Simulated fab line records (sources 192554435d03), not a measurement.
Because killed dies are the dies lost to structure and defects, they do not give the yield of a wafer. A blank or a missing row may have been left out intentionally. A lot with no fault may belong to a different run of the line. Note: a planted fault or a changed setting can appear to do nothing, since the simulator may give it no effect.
8D (eight disciplines) problem report, filled in by code / flow n5-finfet / the parts of the form that need people (team, actions taken, sign-off) are left out

## 1. PROBLEM STATEMENT
Mean of killed_at_M4_up at N5_PASSIVATION_PROBE_49: 94 across 6 wafers in 2 lots; on wafers with no fault it is 14 (standard deviation 4.8). Relative to the usual mean, that is a shift of +17 standard deviations.
Seen first at day 15 09:11 on prober-02, wafer L899.3. Wafers with a number at this step in the record: 9, from 3 lots. Rule for "out" (also "out of limits"): further than 4 standard deviations from the usual mean. All remaining wafers that have a number are taken as sound.

## 2. WHAT IT IS, AND WHAT IT ISN'T
question=which readings at this step; is=killed_at_M4_up; is not=killed_at_M0_to_M3, killed-at-contacts, killed-at-front-end, killed-at-other, killed-open, killed-short
question=which lots; is=L897, L899; is not=L893
question=which wafers of those lots; is=all that have a number; is not=-
question=read on which tools; is=prober-01, prober-02; is not=-
question=when; is=from day 15 09:11; is not=up to then (3 sound wafers)

## 3. SUSPECTS, AND WHAT RULES EACH OUT
Counting: any tool at a process step up to the reading is kept as a suspect provided that every lot that is out went through it and no sound lot did after the first of them.
- pvd-sputter-03 at N5_BEOL_M10_SPUTTER_48 (material Cu, target thk 12 nm, time 2 s): kept. It processed each lot that is out, first L899 at day 13 01:10, and no sound lot thereafter; up to then, the last sound lot it processed was L893 at day 12 06:38.
Left after counting: pvd-sputter-03 at N5_BEOL_M10_SPUTTER_48.

## 4. THE CAUSE (what the simulator had put in)
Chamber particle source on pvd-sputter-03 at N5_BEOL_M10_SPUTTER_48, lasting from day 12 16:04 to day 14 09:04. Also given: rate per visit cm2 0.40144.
The count eliminated every tool but this one.

## 5. THE CHAIN OF EFFECTS, in route order
Each row: a reading whose mean over the struck wafers that have a number lies more than 3 standard deviations from the usual. Scope: only readings with a usual standard deviation given in the record; hours: median across lots of the time from each lot's start at the first step in this table that gives one to its start at this step; sigmas: change in usual standard deviations.
hours=0; step=N5_PASSIVATION_PROBE_49; reading=defect-limited-yield; usual=91.0 %; on struck wafers=84.7; change=-6.3; sigmas=-4.2
hours=0; step=N5_PASSIVATION_PROBE_49; reading=killed_at_M4_up; usual=14; on struck wafers=94; change=+80; sigmas=+17
hours=0; step=N5_PASSIVATION_PROBE_49; reading=killed-dies; usual=106; on struck wafers=181; change=+75; sigmas=+4.2
hours=0; step=N5_PASSIVATION_PROBE_49; reading=sort_bin_5_function; usual=5.3 %; on struck wafers=9.8; change=+4.5; sigmas=+4.5
hours=0; step=N5_PASSIVATION_PROBE_49; reading=sort-n-pass; usual=1074; on struck wafers=999; change=-75; sigmas=-4.2
hours=0; step=N5_PASSIVATION_PROBE_49; reading=sort-yield-pct; usual=91.0 %; on struck wafers=84.6; change=-6.4; sigmas=-4.3
The process steps in it:
- N5_PASSIVATION_PROBE_49

## 6. HOW IT WOULD HAVE BEEN CAUGHT EARLIER
The fault began at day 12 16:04; the first out-of-limits reading in this record came at day 15 09:11, 65 hours later.
Tool readings at N5_BEOL_M10_SPUTTER_48 with a usual standard deviation given in the record: none out on any struck wafer, hence no alarm at a limit of 4 standard deviations on them.
By day 15 09:11, every lot that is out (2) had started N5_BEOL_M10_SPUTTER_48 on pvd-sputter-03. Holding the tool at that point would not have protected any of them.
